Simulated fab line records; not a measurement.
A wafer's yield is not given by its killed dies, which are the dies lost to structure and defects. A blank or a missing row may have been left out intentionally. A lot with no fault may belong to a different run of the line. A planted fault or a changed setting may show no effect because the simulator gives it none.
Struck lot and sound lot, side by side | flow nandHarc | 14 out of 1302 route steps
Sound: wafers L165.4, L165.5, L165.6. Struck: wafers L166.4, L166.5. (L166.3 of the same lot was not struck and is left out.) The cause comes at the end.
Order at every step that has rows: each side's tool, ch and its chambers, its first start. Under that, the readings that differ: sound wafers | struck wafers | difference of the means | sigmas: that difference in standard deviations of wafers without a fault.
alike: a reading whose means differ by less than 2 such deviations, as well as words and numbers matching on both sides. not compared: withheld readings; readings where some wafer has no value; bounds like >300 that might hide an equal value; numbers whose values overlap and for which the record gives no deviation.
A row with sigmas, a row that says differs or no value, or rows on one side alone: a step with any of these is where the two part. When numbers do not overlap yet have no deviation, they are printed without sigmas and do not part them. A reading that every wafer of one side lacks parts them only if that side has two wafers or more.

first, 4 steps without rows for these wafers: NHARC_P_M2_EBR_05; NHARC_P_M2_EXPOSE_06 (exposes mask P M2, target cd 170 nm); NHARC_P_M2_PEB_07 (peb time 65 s); NHARC_P_M2_DEVELOP_08 (develop time 35 s).
NHARC_P_M2_CD_MEAS_09: target cd 170 nm.
  sound on cdSem-02 ch 0, day 10 21:40; struck on cdSem-03 ch 0, day 11 08:11
  alike: cdNm
NHARC_P_M2_OVL_MEAS_10: pitch 340 nm.
  sound: overlay-02 at day 10 21:45; struck: overlay-01 at day 11 08:16
reading         | sound       | struck    | difference | sigmas
overlayYNm (nm) | 2.2 2.6 2.7 | -1.2 -1.5 | -3.9       | -4
  alike: overlayXNm
NHARC_P_M2_INSPECT_11:
  sound: defectInspect-02 at day 10 21:47; struck: defectInspect-02 at day 11 08:19
  alike: rawDefectCount
NHARC_P_M2_DESCUM_14: chemistry O2, time 3 s.
  sound on rieDiel-01 ch 1,2, day 10 21:51; struck on rieDiel-11 ch 0,1, day 11 08:22
  alike: drypumpMotorCurrentA, oesProductAu, rfVppV, showerheadPlenumPTorr, throttleValvePct
  not compared: rfHoursCounterH
NHARC_P_M2_ETCH_35: etches the open film in N2/H2, target depth 40 nm, overetch 12 nm, time 43.94 s.
  sound on rieDiel-01 ch 0,1,2, day 10 21:56; struck on rieDiel-11 ch 0,1, day 11 08:27
  alike: drypumpMotorCurrentA, oesProductAu, rfVppV, showerheadPlenumPTorr, throttleValvePct
  not compared: rfHoursCounterH
NHARC_P_M2_ETCH_15: etches the open film in C4F8/Ar, target depth 182.5 nm, time 91.2 s.
  sound on rieDiel-01 ch 0,1,3; struck on rieDiel-11 ch 3
  alike: oesProductAu, rfVppV
  not compared: rfHoursCounterH
NHARC_P_M2_CD_MEAS_16:
  sound: cdSem-03 at day 10 22:10; struck: cdSem-02 at day 11 08:41
  alike: cdNm
NHARC_P_M2_STRIP_18: strips in N2/H2.
  sound on rieDiel-04 ch 0,1, day 10 22:14; struck on rieDiel-11 ch 2, day 11 08:46
  alike: drypumpMotorCurrentA, oesProductAu, rfVppV, showerheadPlenumPTorr, throttleValvePct
  not compared: rfHoursCounterH
NHARC_P_M2_ETCH_28: etches the open film in CF4/N2, target depth 30 nm, time 72.99 s.
  sound on rieDiel-04 ch 1,2,3, day 10 22:29; struck on rieDiel-11 ch 2, day 11 08:59
reading             | sound             | struck      | difference | sigmas
oesProductAu (a.u.) | 1.014 1.011 1.015 | 0.848 0.849 | -0.165     | -14
  alike: drypumpMotorCurrentA, rfVppV, showerheadPlenumPTorr, throttleValvePct
  not compared: rfHoursCounterH
then, 1 step without rows for these wafers: NHARC_P_M2_STRIP_19 (strips in post etch residue remover, time 600 s).

## WHERE THEY PART
First at NHARC_P_M2_OVL_MEAS_10; last, within this record, at NHARC_P_M2_ETCH_28.

WHY: what had been put in by the simulator
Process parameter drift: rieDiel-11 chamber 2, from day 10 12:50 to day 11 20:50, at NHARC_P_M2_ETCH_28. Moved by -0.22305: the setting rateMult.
